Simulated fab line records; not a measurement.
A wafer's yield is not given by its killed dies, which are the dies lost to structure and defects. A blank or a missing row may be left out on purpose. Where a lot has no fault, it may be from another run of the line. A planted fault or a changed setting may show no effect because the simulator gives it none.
The tool behind it: which one?	flow nand_harc	24 lots with 72 wafers sampled at 6 steps, on a route of 1159 steps

== WHAT THE GAUGES READ, wafer by wafer ==
No reading from a measuring or inspecting step in the record can be judged against a usual standard deviation.

== WHAT TOOL EACH LOT RAN ON (gives the tool, then ch and the chambers of the sampled wafers, and finally the start) ==
lot	NHARC_A_CHANNEL_FILL_D1_ALD_02	NHARC_A_STAIRCASE_ETCH_169	NHARC_A_STAIRCASE_ETCH_225	NHARC_A_STAIRCASE_ETCH_230	NHARC_A_STAIRCASE_TRIM_233	NHARC_A_STAIRCASE_ETCH_236
L074	ald_hk-03 ch 0,1, day 8 07:58	rie_diel-08 ch 2,3, day 10 17:57	rie_diel-08 ch 0,2, no start	rie_diel-08 ch 2,3, no start	rie_diel-08 ch 2,3, no start	rie_diel-08 ch 2,3, no start
L075	ald_hk-04 ch 1,2, day 9 08:59	rie_diel-13 ch 0,2,3, day 11 11:55	rie_diel-08 ch 0,3, no start	rie_diel-08 ch 1,2, no start	rie_diel-08 ch 0,2,3, no start	rie_diel-08 ch 1,2,3, no start
L076	ald_hk-03 ch 0,1,3, day 9 08:59	rie_diel-13 ch 0,2, day 11 14:55	rie_diel-08 ch 2,3, no start	rie_diel-08 ch 1,3, no start	rie_diel-08 ch 0,3, no start	rie_diel-08 ch 0,1,3, no start
L078	ald_hk-04 ch 0,2, day 9 13:08	rie_diel-08 ch 2,3, day 11 15:01	rie_diel-13 ch 1,2,3, no start	rie_diel-13 ch 1,2, no start	rie_diel-13 ch 1,3, no start	rie_diel-13 ch 1,3, no start
L077	ald_hk-02 ch 1,2,3, day 9 13:09	rie_diel-13 ch 2,3, day 11 14:40	rie_diel-08 ch 0,3, no start	rie_diel-09 ch 0,1,2, no start	rie_diel-09 ch 0,1,2, no start	rie_diel-09 ch 1,2,3, no start
L081	ald_hk-02 ch 0,3, day 10 00:48	rie_diel-09 ch 0,1, day 12 01:35	rie_diel-09 ch 0,3, no start	rie_diel-08 ch 0,1, no start	rie_diel-08 ch 1,2,3, no start	rie_diel-08 ch 0,2, no start
L080	ald_hk-03 ch 2,3, day 10 01:27	rie_diel-08 ch 1,3, day 12 01:45	rie_diel-09 ch 0,1, no start	rie_diel-09 ch 2,3, no start	rie_diel-09 ch 1,2,3, no start	rie_diel-09 ch 1,2, no start
L079	ald_hk-03 ch 1,3, day 10 05:40	rie_diel-09 ch 0,3, day 12 07:14	rie_diel-08 ch 1,2,3, no start	rie_diel-13 ch 0,1, no start	rie_diel-13 ch 1,2,3, no start	rie_diel-13 ch 0,1,3, no start
L082	ald_hk-03 ch 0,2,3, day 10 08:23	rie_diel-08 ch 1,3, day 12 07:23	rie_diel-08 ch 0,1,2, no start	rie_diel-09 ch 0,1,2, no start	rie_diel-09 ch 1,2,3, no start	rie_diel-09 ch 0,2, no start
L083	ald_hk-02 ch 0,1,3, day 10 21:26	rie_diel-08 ch 0,1,3, day 13 00:24	rie_diel-08 ch 0,1,2, no start	rie_diel-09 ch 1,3, no start	rie_diel-09 ch 0,2, no start	rie_diel-09 ch 0,1, no start
L086	ald_hk-02 ch 0,1,2, day 11 15:29	rie_diel-13 ch 0,2,3, day 13 17:13	rie_diel-08 ch 1,2, no start	rie_diel-08 ch 0,1, no start	rie_diel-08 ch 2,3, no start	rie_diel-08 ch 0,1,2, no start
L084	ald_hk-02 ch 0,2,3, day 11 15:51	rie_diel-09 ch 2,3, day 13 17:12	rie_diel-08 ch 1,2,3, no start	rie_diel-13 ch 0,1,2, no start	rie_diel-13 ch 0,1,3, no start	rie_diel-13 ch 0,1,3, no start
L087	ald_hk-04 ch 0,1,3, day 11 19:47	rie_diel-13 ch 0,2,3, day 13 20:52	rie_diel-08 ch 1,2,3, no start	rie_diel-08 ch 1,2,3, no start	rie_diel-08 ch 0,3, no start	rie_diel-08 ch 2,3, no start
L085	ald_hk-04 ch 1,2,3, day 12 04:45	rie_diel-09 ch 0,1,2, day 14 05:35	rie_diel-08 ch 1,2, no start	rie_diel-13 ch 0,1, no start	rie_diel-13 ch 0,1,2, no start	rie_diel-13 ch 0,2,3, no start
L089	ald_hk-03 ch 0,1, day 12 05:35	rie_diel-13 ch 1,2,3, day 14 05:25	rie_diel-13 ch 1,2,3, no start	rie_diel-09 ch 0,1,2, no start	rie_diel-09 ch 0,3, no start	rie_diel-09 ch 1,2, no start
L088	ald_hk-03 ch 0,3, day 12 08:56	rie_diel-13 ch 0,3, day 14 12:51	rie_diel-13 ch 0,1,3, no start	rie_diel-13 ch 0,1,2, no start	rie_diel-13 ch 0,2,3, no start	rie_diel-13 ch 0,3, no start
L091	ald_hk-03 ch 2,3, day 12 13:10	rie_diel-13 ch 0,1, day 14 12:32	rie_diel-08 ch 1,2,3, no start	rie_diel-09 ch 2,3, no start	rie_diel-09 ch 0,2,3, no start	rie_diel-09 ch 0,2,3, no start
L090	ald_hk-03 ch 1,2,3, day 12 13:47	rie_diel-13 ch 0,1,2, day 14 12:56	rie_diel-08 ch 0,2,3, no start	rie_diel-13 ch 0,1,2, no start	rie_diel-13 ch 0,1,2, no start	rie_diel-13 ch 1,2,3, no start
L093	ald_hk-03 ch 0,1,3, day 12 23:40	rie_diel-13 ch 0,3, day 15 01:18	rie_diel-08 ch 0,1,2, no start	rie_diel-13 ch 0,1,2, no start	rie_diel-13 ch 0,1,3, no start	rie_diel-13 ch 0,2,3, no start
L092	ald_hk-04 ch 0,1,2, day 13 00:12	rie_diel-08 ch 1,2,3, day 15 01:08	rie_diel-09 ch 1,2,3, no start	rie_diel-09 ch 1,2,3, no start	rie_diel-09 ch 0,1,3, no start	rie_diel-09 ch 0,1,3, no start
L094	ald_hk-04 ch 0,1,2, day 13 07:41	rie_diel-09 ch 1,2,3, day 15 08:20	rie_diel-09 ch 1,2,3, no start	rie_diel-13 ch 1,2, no start	rie_diel-13 ch 0,2,3, no start	rie_diel-13 ch 0,1,2, no start
L095	ald_hk-02 ch 0,1, day 13 22:10	rie_diel-08 ch 1,2,3, day 16 01:52	rie_diel-08 ch 0,1,2, no start	rie_diel-13 ch 1,3, no start	rie_diel-13 ch 1,3, no start	rie_diel-13 ch 0,1,3, no start
L096	ald_hk-02 ch 0,1,3, day 13 22:51	rie_diel-13 ch 0,3, day 15 23:07	rie_diel-08 ch 2,3, no start	rie_diel-08 ch 2,3, no start	rie_diel-08 ch 0,2,3, no start	rie_diel-08 ch 0,2, no start
L097	ald_hk-04 ch 0,1,2, day 14 19:20	rie_diel-08 ch 0,1,2, day 16 19:18	rie_diel-08 ch 0,1,2, no start	rie_diel-08 ch 0,1,3, no start	rie_diel-08 ch 0,1,3, no start	rie_diel-08 ch 0,2,3, no start
- NHARC_A_CHANNEL_FILL_D1_ALD_02: deposits SiO2, target thk 6 nm, pulse time 10 s, ald cycles 60.
- NHARC_A_STAIRCASE_ETCH_169: etches the open film in CH3F/O2, target depth 50 nm, time 107.1 s.
- NHARC_A_STAIRCASE_ETCH_225: etches the open film in C4F8/O2, target depth 100 nm, time 40.5 s.
- NHARC_A_STAIRCASE_ETCH_230: etches the open film in C4F8/O2, target depth 100 nm, time 40.5 s.
- NHARC_A_STAIRCASE_TRIM_233: chemistry O2, time 211.2 s.
- NHARC_A_STAIRCASE_ETCH_236: etches the open film in C4F8/O2, target depth 100 nm, time 40.5 s.

== WHAT THE TOOLS THEMSELVES READ (means of the sampled wafers that have a number; where no wafer has one, the mark that the record gives instead) ==
NHARC_A_CHANNEL_FILL_D1_ALD_02.
lot	tool	heater_power_w (W)	precursor_pulse_height_rel
L074	ald_hk-03	440	1.017
L075	ald_hk-04	490	1.023
L076	ald_hk-03	453	1.006
L078	ald_hk-04	527	0.998
L077	ald_hk-02	504	0.987
L081	ald_hk-02	455	1.002
L080	ald_hk-03	428	1.023
L079	ald_hk-03	427	0.997
L082	ald_hk-03	463	1.002
L083	ald_hk-02	468	1.001
L086	ald_hk-02	456	1.014
L084	ald_hk-02	505	1.001
L087	ald_hk-04	464	1.013
L085	ald_hk-04	473	0.990
L089	ald_hk-03	485	1.015
L088	ald_hk-03	492	1.012
L091	ald_hk-03	430	1.001
L090	ald_hk-03	420	1.003
L093	ald_hk-03	461	1.007
L092	ald_hk-04	492	1.003
L094	ald_hk-04	491	1.001
L095	ald_hk-02	410	0.989
L096	ald_hk-02	459	1.011
L097	ald_hk-04	491	0.994

NHARC_A_STAIRCASE_ETCH_169.
lot	tool	drypump_motor_current_A (A)	oes_product_au (a.u.)	rf_vpp_V (V)	showerhead_plenum_p_Torr (Torr)	throttle_valve_pct (%)
L074	rie_diel-08	6.4	0.931	243.3	2.42	20.658
L075	rie_diel-13	5.9	0.926	244.9	2.44	20.665
L076	rie_diel-13	6.2	0.921	243.8	2.41	20.664
L078	rie_diel-08	6.3	0.914	244.4	2.43	20.670
L077	rie_diel-13	6.0	0.921	243.1	2.39	20.665
L081	rie_diel-09	6.1	0.937	243.3	2.36	20.671
L080	rie_diel-08	6.4	0.965	243.1	2.39	20.662
L079	rie_diel-09	5.4	0.958	244.3	2.45	20.671
L082	rie_diel-08	6.4	0.922	242.6	2.36	20.663
L083	rie_diel-08	6.2	0.922	243.9	2.39	20.664
L086	rie_diel-13	5.9	0.960	243.6	2.43	20.663
L084	rie_diel-09	5.4	0.945	245.4	2.54	20.668
L087	rie_diel-13	5.9	0.935	244.4	2.43	20.667
L085	rie_diel-09	6.0	0.931	244.3	2.43	20.669
L089	rie_diel-13	5.8	0.943	244.9	2.47	20.656
L088	rie_diel-13	5.7	0.934	245.0	2.49	20.669
L091	rie_diel-13	5.8	0.947	245.4	2.55	20.658
L090	rie_diel-13	6.0	0.934	244.8	2.50	20.661
L093	rie_diel-13	5.7	0.945	244.2	2.48	20.668
L092	rie_diel-08	6.4	0.955	243.7	2.38	20.662
L094	rie_diel-09	5.8	0.967	245.1	2.50	20.662
L095	rie_diel-08	6.3	0.939	243.0	2.38	20.658
L096	rie_diel-13	5.6	0.941	244.3	2.45	20.664
L097	rie_diel-08	6.2	0.949	243.0	2.39	20.662

NHARC_A_STAIRCASE_ETCH_225.
lot	tool	oes_product_au (a.u.)	rf_vpp_V (V)
L074	rie_diel-08	0.935	895
L075	rie_diel-08	0.937	894
L076	rie_diel-08	0.925	895
L078	rie_diel-13	0.938	896
L077	rie_diel-08	0.936	894
L081	rie_diel-09	0.920	895
L080	rie_diel-09	0.934	890
L079	rie_diel-08	0.933	893
L082	rie_diel-08	0.941	893
L083	rie_diel-08	0.944	893
L086	rie_diel-08	0.933	893
L084	rie_diel-08	0.939	894
L087	rie_diel-08	0.938	893
L085	rie_diel-08	0.922	892
L089	rie_diel-13	0.954	898
L088	rie_diel-13	0.930	900
L091	rie_diel-08	0.942	892
L090	rie_diel-08	0.917	894
L093	rie_diel-08	0.943	892
L092	rie_diel-09	0.927	898
L094	rie_diel-09	0.953	898
L095	rie_diel-08	0.943	891
L096	rie_diel-08	0.943	894
L097	rie_diel-08	0.942	893

NHARC_A_STAIRCASE_ETCH_230.
lot	tool	oes_product_au (a.u.)	rf_vpp_V (V)
L074	rie_diel-08	0.936	894
L075	rie_diel-08	0.937	893
L076	rie_diel-08	0.938	890
L078	rie_diel-13	0.924	896
L077	rie_diel-09	0.937	895
L081	rie_diel-08	0.950	894
L080	rie_diel-09	0.930	900
L079	rie_diel-13	0.944	902
L082	rie_diel-09	0.918	895
L083	rie_diel-09	0.961	896
L086	rie_diel-08	0.930	891
L084	rie_diel-13	0.978	898
L087	rie_diel-08	0.947	892
L085	rie_diel-13	0.952	902
L089	rie_diel-09	0.935	894
L088	rie_diel-13	0.945	898
L091	rie_diel-09	0.933	900
L090	rie_diel-13	0.930	898
L093	rie_diel-13	0.945	898
L092	rie_diel-09	0.941	898
L094	rie_diel-13	0.964	899
L095	rie_diel-13	0.972	901
L096	rie_diel-08	0.928	893
L097	rie_diel-08	0.939	893

NHARC_A_STAIRCASE_TRIM_233.
lot	tool	drypump_motor_current_A (A)	oes_product_au (a.u.)	rf_vpp_V (V)	showerhead_plenum_p_Torr (Torr)	throttle_valve_pct (%)
L074	rie_diel-08	6.3	0.998	58.3	3.48	17.035
L075	rie_diel-08	6.1	0.992	57.5	3.48	17.041
L076	rie_diel-08	5.9	1.004	58.3	3.48	17.045
L078	rie_diel-13	5.6	0.991	58.1	3.69	17.038
L077	rie_diel-09	6.0	0.991	57.3	3.50	17.037
L081	rie_diel-08	6.4	0.985	57.6	3.43	17.043
L080	rie_diel-09	5.8	0.998	58.3	3.60	17.035
L079	rie_diel-13	5.8	1.001	57.8	3.55	17.029
L082	rie_diel-09	5.8	1.001	58.2	3.59	17.030
L083	rie_diel-09	5.5	0.991	57.4	3.54	17.037
L086	rie_diel-08	6.4	0.995	58.1	3.47	17.035
L084	rie_diel-13	5.7	1.004	58.2	3.62	17.040
L087	rie_diel-08	5.9	0.996	58.3	3.47	17.041
L085	rie_diel-13	6.0	1.000	58.4	3.58	17.033
L089	rie_diel-09	5.6	0.983	57.3	3.41	17.030
L088	rie_diel-13	5.9	1.004	57.6	3.49	17.031
L091	rie_diel-09	5.5	1.000	57.2	3.52	17.047
L090	rie_diel-13	6.0	0.998	58.0	3.58	17.039
L093	rie_diel-13	5.7	1.006	58.4	3.61	17.039
L092	rie_diel-09	6.0	0.997	58.8	3.47	17.042
L094	rie_diel-13	5.9	1.003	57.9	3.48	17.040
L095	rie_diel-13	5.5	1.006	58.2	3.58	17.032
L096	rie_diel-08	6.1	0.995	57.7	3.47	17.036
L097	rie_diel-08	6.2	0.994	58.0	3.42	17.040

NHARC_A_STAIRCASE_ETCH_236.
lot	tool	oes_product_au (a.u.)	rf_vpp_V (V)
L074	rie_diel-08	0.942	894
L075	rie_diel-08	0.940	893
L076	rie_diel-08	0.947	892
L078	rie_diel-13	0.933	898
L077	rie_diel-09	0.941	899
L081	rie_diel-08	0.933	894
L080	rie_diel-09	0.932	899
L079	rie_diel-13	0.934	899
L082	rie_diel-09	0.929	893
L083	rie_diel-09	0.921	893
L086	rie_diel-08	0.924	892
L084	rie_diel-13	0.948	900
L087	rie_diel-08	0.947	893
L085	rie_diel-13	0.948	895
L089	rie_diel-09	0.932	899
L088	rie_diel-13	0.940	897
L091	rie_diel-09	0.924	895
L090	rie_diel-13	0.949	895
L093	rie_diel-13	0.944	895
L092	rie_diel-09	0.944	894
L094	rie_diel-13	0.954	898
L095	rie_diel-13	0.951	899
L096	rie_diel-08	0.938	894
L097	rie_diel-08	0.943	894

== THE ANSWER, worked out from the rows above alone ==
Rule: the lots themselves supply what counts as usual. Put in order of their means at a reading, lots are off if they are a third of the lots or fewer, leave a main group of 4 or more, and stand apart from it by a gap of 3 or more times the standard deviation of the main group's means; of several such gaps the widest counts. A main group whose means are all the same, to the digits that the tables above print for the reading, isn't used. Also off: a lot with no number at a reading for which 4 or more lots have one. All remaining lots with rows at the step are treated as sound. After the gauges, taken in route order, come the tools' own readings; for these a lot's mean is taken, as printed above. At the first step where some lot is off, the reading lying furthest off is the one used; lots without a number count as furthest.
No lot is off at any reading shown: from this, nothing can be told.

== WHAT THE SIMULATOR PUT IN ==
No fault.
